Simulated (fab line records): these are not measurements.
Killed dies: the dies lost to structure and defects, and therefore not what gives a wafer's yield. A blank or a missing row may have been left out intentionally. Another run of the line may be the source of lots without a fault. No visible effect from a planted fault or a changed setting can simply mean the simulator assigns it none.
Which of the tools did it? ; flow n5Finfet ; 8 lots with 24 wafers sampled at 5 steps, on a route of 1938 steps

## WHAT THE GAUGES READ, wafer by wafer
N5_BEOL_M4_RC_MEAS_101.
lot;measured;on;CJ_N;CJ_P;DIBL_N (mV/V);DIBL_P (mV/V);IOFF_N (nA/um);IOFF_N_85C (nA/um);IOFF_N_LIN (nA/um);IOFF_P (nA/um);IOFF_P_85C (nA/um);IOFF_P_LIN (nA/um);ION_N (uA/um);ION_P (uA/um);RS_NWELL (ohm/sq);RS_PWELL (ohm/sq);SS_N (mV/dec);SS_P (mV/dec);VT_N (mV);VT_P (mV)
L144;day 10 11:23;prober-01;4.38 4.32 4.27;5.88 6.18 6.03;33.7 33.8 35.0;33.5 33.5 35.4;0.13 0.12 0.15;2.6 2.4 2.9;0.063 0.058 0.069;0.19 0.19 0.22;3.3 3.3 3.6;0.093 0.093 0.102;671 659 664;471 464 463;1053 1048 1051;3006 2997 3021;71.2 71.0 71.5;72.6 73.0 72.8;252 254 250;-249 -249 -251
L146;day 10 10:26;prober-02;4.21 4.26 4.26;5.70 5.71 5.66;38.8 35.0 36.4;38.2 33.1 35.1;0.18 0.12 0.15;3.6 2.4 3.0;0.082 0.057 0.070;0.23 0.16 0.20;4.0 2.9 3.4;0.106 0.081 0.094;684 666 686;466 455 464;1028 1026 1042;2967 2985 2966;71.7 70.6 71.9;73.9 73.1 73.5;252 256 251;-247 -255 -251
L150;day 11 12:28;prober-01;4.32 4.41 4.33;5.90 5.86 5.59;36.8 36.9 37.2;38.9 38.7 40.1;0.19 0.19 0.20;3.6 3.6 3.8;0.086 0.084 0.093;0.26 0.26 0.29;4.3 4.3 4.7;0.119 0.119 0.128;690 682 697;472 471 486;1033 1043 1041;3011 3007 3002;71.3 71.8 71.9;74.1 73.6 74.9;249 249 247;-248 -248 -245
L159;day 13 21:56;prober-02;2.58 2.55 2.56;2.25 2.21 2.21;42.8 46.0 50.4;43.5 40.3 43.2;0.45 0.75 1.19;7.4 11.4 16.8;0.115 0.119 0.139;0.58 0.46 0.66;8.5 7.1 9.6;0.159 0.138 0.156;699 685 694;487 471 475;982 985 979;2392 2358 2403;77.5 84.7 91.1;79.1 77.6 80.3;245 247 246;-245 -245 -244
L160;day 13 20:44;prober-01;2.60 2.57 2.60;2.26 2.22 2.26;44.3 54.6 46.3;41.8 46.3 37.9;0.55 1.74 0.79;9.0 23.8 12.1;0.134 0.151 0.121;0.47 0.94 0.33;7.1 12.6 5.2;0.156 0.172 0.119;713 674 691;481 466 471;976 978 983;2389 2395 2394;78.8 97.6 85.7;77.2 85.1 76.9;243 248 247;-241 -245 -248
L161;day 14 11:29;prober-02;4.36 4.34 4.43;5.81 5.97 5.83;34.9 37.0 37.3;35.0 37.8 37.6;0.14 0.18 0.18;2.7 3.4 3.5;0.068 0.082 0.083;0.19 0.24 0.23;3.3 4.1 3.9;0.098 0.115 0.111;666 681 685;465 469 467;1040 1035 1053;3032 3002 2986;71.3 71.4 71.3;72.3 73.3 73.4;251 246 244;-251 -247 -249
L164;day 15 14:51;prober-02;4.22 4.26 4.33;5.78 5.81 6.01;35.6 34.9 36.8;35.1 34.2 35.7;0.12 0.12 0.14;2.5 2.4 2.7;0.058 0.059 0.063;0.18 0.17 0.19;3.3 3.0 3.3;0.090 0.084 0.091;648 672 667;450 464 461;1032 1036 1041;2984 2956 2962;71.4 70.7 70.9;73.4 73.2 72.4;255 254 252;-253 -251 -253
L166;day 16 21:25;prober-01;4.44 4.38 4.49;6.13 6.13 6.01;35.7 37.1 35.8;34.9 36.6 35.0;0.15 0.17 0.15;3.0 3.2 3.0;0.072 0.077 0.074;0.21 0.23 0.21;3.6 4.0 3.6;0.097 0.106 0.098;665 670 680;459 462 463;1035 1031 1034;3033 3027 3032;71.9 72.6 72.4;72.9 73.0 72.9;250 248 253;-250 -248 -251

## WHAT TOOL EACH LOT RAN ON (gives the tool, then ch and the chambers of the sampled wafers, and finally the start)
lot;N5_WELL_APT_EPI_41;N5_PMOS_HMC_CHANNEL_EPI_ETCH_32;N5_PMOS_HMC_CHANNEL_EPI_ETCH_38;N5_FIN_SAQP_ALD_61
L144;epiRpcvd-04 ch 0, day 1 22:14;rieDiel-01 ch 0,1, day 1 23:26;rieSi-05 ch 0,2,3, day 1 23:50;aldSin-03 ch 1,2, day 2 04:20
L146;epiRpcvd-03 ch 0, day 2 10:18;rieDiel-04 ch 1,2, day 2 11:11;rieSi-03 ch 1,2, day 2 11:35;aldSin-03 ch 0,1, day 2 17:04
L150;epiRpcvd-04 ch 0, day 3 10:58;rieDiel-04 ch 0,1, day 3 11:56;rieSi-04 ch 1,2,3, day 3 12:20;aldSin-03 ch 0,1,2, day 3 15:25
L159;epiRpcvd-04 ch 0, day 5 16:07;rieDiel-04 ch 0,1,3, day 5 17:11;rieSi-04 ch 0,1, day 5 17:36;aldSin-02 ch 1,3, day 5 20:26
L160;epiRpcvd-04 ch 0, day 5 22:40;rieDiel-05 ch 0,1,3, day 6 00:00;rieSi-05 ch 0,1,3, day 6 00:25;aldSin-01 ch 0,2,3, day 6 03:22
L161;epiRpcvd-01 ch 0, day 6 04:15;rieDiel-05 ch 0,1, day 6 05:56;rieSi-05 ch 1,2,3, day 6 06:22;aldSin-01 ch 1,2, day 6 09:20
L164;epiRpcvd-01 ch 0, day 6 22:40;rieDiel-05 ch 1,2,3, day 6 23:52;rieSi-04 ch 0,1,2, day 7 00:16;aldSin-01 ch 0,1,2, day 7 02:42
L166;epiRpcvd-01 ch 0, day 7 10:36;rieDiel-05 ch 0,2,3, day 7 11:36;rieSi-04 ch 0,1, day 7 12:00;aldSin-02 ch 0,2,3, day 7 14:37
- N5_WELL_APT_EPI_41: deposits Si from SiH4/H2, target thk 50 nm, time 297.7 s.
- N5_PMOS_HMC_CHANNEL_EPI_ETCH_32: etches BARC in N2/H2, stops on SiO2, target depth 85.8 nm, time 50.3 s.
- N5_PMOS_HMC_CHANNEL_EPI_ETCH_38: etches SiO2 in CF4, target depth 1.5 nm.
- N5_FIN_SAQP_ALD_61: deposits SiO2, target thk 4 nm, pulse time 1 s, purge time 2 s.

## AS READ BY THE TOOLS THEMSELVES (means over the sampled wafers that have a number; for cases with no such wafer, the mark the record gives instead)
N5_WELL_APT_EPI_41.
lot;tool;chamberPressureTorr (Torr);runLengthS (s);throttleValvePct (%)
L144;epiRpcvd-04;20.04;358.2;11.06
L146;epiRpcvd-03;19.98;355.4;10.82
L150;epiRpcvd-04;19.95;357.1;11.19
L159;epiRpcvd-04;20.02;536.7;11.04
L160;epiRpcvd-04;19.99;544.1;11.02
L161;epiRpcvd-01;20.00;363.0;11.14
L164;epiRpcvd-01;19.95;355.3;11.01
L166;epiRpcvd-01;20.01;355.4;11.23

N5_PMOS_HMC_CHANNEL_EPI_ETCH_32.
lot;tool;drypumpMotorCurrentA (A);n2FlowSccm (sccm);oesProductAu (a.u.);rfVppV (V);showerheadPlenumPTorr (Torr);throttleValvePct (%)
L144;rieDiel-01;6.2;200.5;0.63;526.5;2.65;17.98
L146;rieDiel-04;5.6;200.8;0.73;522.8;2.46;17.62
L150;rieDiel-04;5.7;199.4;0.73;522.8;2.51;17.96
L159;rieDiel-04;5.8;199.5;0.66;523.4;2.51;18.11
L160;rieDiel-05;5.2;199.8;0.72;525.5;2.61;17.98
L161;rieDiel-05;5.1;200.6;0.67;527.3;2.67;18.10
L164;rieDiel-05;5.5;199.8;0.72;523.7;2.54;17.86
L166;rieDiel-05;5.1;200.2;0.67;523.9;2.52;17.86

N5_PMOS_HMC_CHANNEL_EPI_ETCH_38.
lot;tool;drypumpMotorCurrentA (A);oesProductAu (a.u.);throttleValvePct (%)
L144;rieSi-05;6.1;1.000;21.72
L146;rieSi-03;5.4;0.987;21.67
L150;rieSi-04;5.6;1.005;21.89
L159;rieSi-04;5.8;1.004;22.07
L160;rieSi-05;6.1;0.985;21.78
L161;rieSi-05;5.9;0.990;21.59
L164;rieSi-04;5.6;0.986;22.01
L166;rieSi-04;5.8;0.999;22.07

N5_FIN_SAQP_ALD_61.
lot;tool;chamberPressureTorr (Torr);heaterPowerW (W);precursorPulseHeightRel
L144;aldSin-03;1.992;514;1.012
L146;aldSin-03;2.001;440;0.996
L150;aldSin-03;1.999;472;1.007
L159;aldSin-02;2.003;501;0.986
L160;aldSin-01;1.998;455;1.006
L161;aldSin-01;2.000;505;0.988
L164;aldSin-01;2.000;492;0.978
L166;aldSin-02;1.998;463;0.980

## THE ANSWER, worked out from the rows above alone
Rule: the usual values come from the lots themselves. Put in order of their means at a reading, lots are off if they are a third of the lots or fewer, leave a main group of 4 or more, and stand apart from it by a gap of 3 or more times the standard deviation of the main group's means; of several such gaps the widest counts. If all means in a main group match to the digits the tables above print for the reading, that group is not used. A lot without any number at a reading at which 4 lots or more have one is off too. Any other lot the step has rows for is counted as sound. The gauges are gone through in route order, then the tools' own readings, and for those a lot's mean is taken as printed above. At the first step where some lot is off, the reading lying furthest off is the one used; lots without a number count as furthest.
Off: L159, L160, seen at N5_BEOL_M4_RC_MEAS_101 (SS_N). The main group: mean 71.5 mV/dec, standard deviation 0.41.
If a tool, at a process step before that reading, ran all the lots that are off and no sound lot after the first of them, it fits. The gauges at N5_BEOL_M4_RC_MEAS_101 aren't tried: what is off there is off at N5_WELL_APT_EPI_41 too, on other tools, and a gauge's error can't cause that. One fits: epiRpcvd-04 at N5_WELL_APT_EPI_41. A fault onset in the window from L150 (day 3 10:58, its last sound lot) to L159 (day 5 16:07, its first lot off) fits.
On the lots that are off, the tool's own readings at N5_WELL_APT_EPI_41 differ by more than 5 times the standard deviation of the sound lots' means, which bears it out; runLengthS reads 540.4 s there versus 357.4 s on the sound lots.

## WHAT THE SIMULATOR HAD INSERTED
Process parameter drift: epiRpcvd-04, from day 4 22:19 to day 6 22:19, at N5_WELL_APT_EPI_41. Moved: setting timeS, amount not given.
Struck lots among those shown: L160, L159. Same finding as the rule above.
